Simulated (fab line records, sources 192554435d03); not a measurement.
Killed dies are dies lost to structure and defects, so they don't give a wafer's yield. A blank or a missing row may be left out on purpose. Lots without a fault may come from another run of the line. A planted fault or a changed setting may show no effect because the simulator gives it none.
Chamber matching | flow n5_finfet | N5_BEOL_M1_ALD_84 on ald_metal-03: 4 sister chambers
The step deposits TaN, pulse time 2 s, purge time 3 s, co reactant purge time 2 s. 8 wafers are shown with their chamber, then 8 later ones without.

WAFERS WITH THEIR CHAMBER
wafer  | chamber | heater_power_w (W)
L076.4 | 0       | 351
L089.1 | 1       | 407
L089.2 | 0       | 343
L089.3 | 3       | 398
L092.1 | 3       | 387
L092.2 | 1       | 412
L092.4 | 2       | 468
L091.1 | 2       | 467

WAFERS WITHOUT THEIR CHAMBER
wafer  | heater_power_w (W)
L091.3 | 398
L091.6 | 399
L093.3 | 389
L093.5 | 394
L093.6 | 351
L096.4 | 407
L096.5 | 476
L096.6 | 401

WHICH CHAMBER EACH WENT THROUGH
wafer  | from the rows above     | in truth
L091.3 | can't be placed: 3 or 1 | 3
L091.6 | can't be placed: 3 or 1 | 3
L093.3 | 3                       | 3
L093.5 | 3                       | 3
L093.6 | 0                       | 0
L096.4 | 1                       | 1
L096.5 | 2                       | 2
L096.6 | can't be placed: 1 or 3 | 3
Placed correctly: 5 of 8. Can't be placed from these rows: 3 (the true chamber is among the candidates in 3). Placed wrongly: 0.
How it was worked out, from the rows above alone: a wafer's distance from a chamber is the root of the sum, over the readings, of the square of ((its reading less the chamber's mean) divided by the reading's scatter). The wafer belongs to the nearest chamber; if the next one is less than 2 further off, it can't be placed. A chamber's mean is the mean of its shown wafers. The scatter: the root of (the sum of the squares of (reading less its chamber's mean) over the shown wafers, divided by (wafers less chambers)).
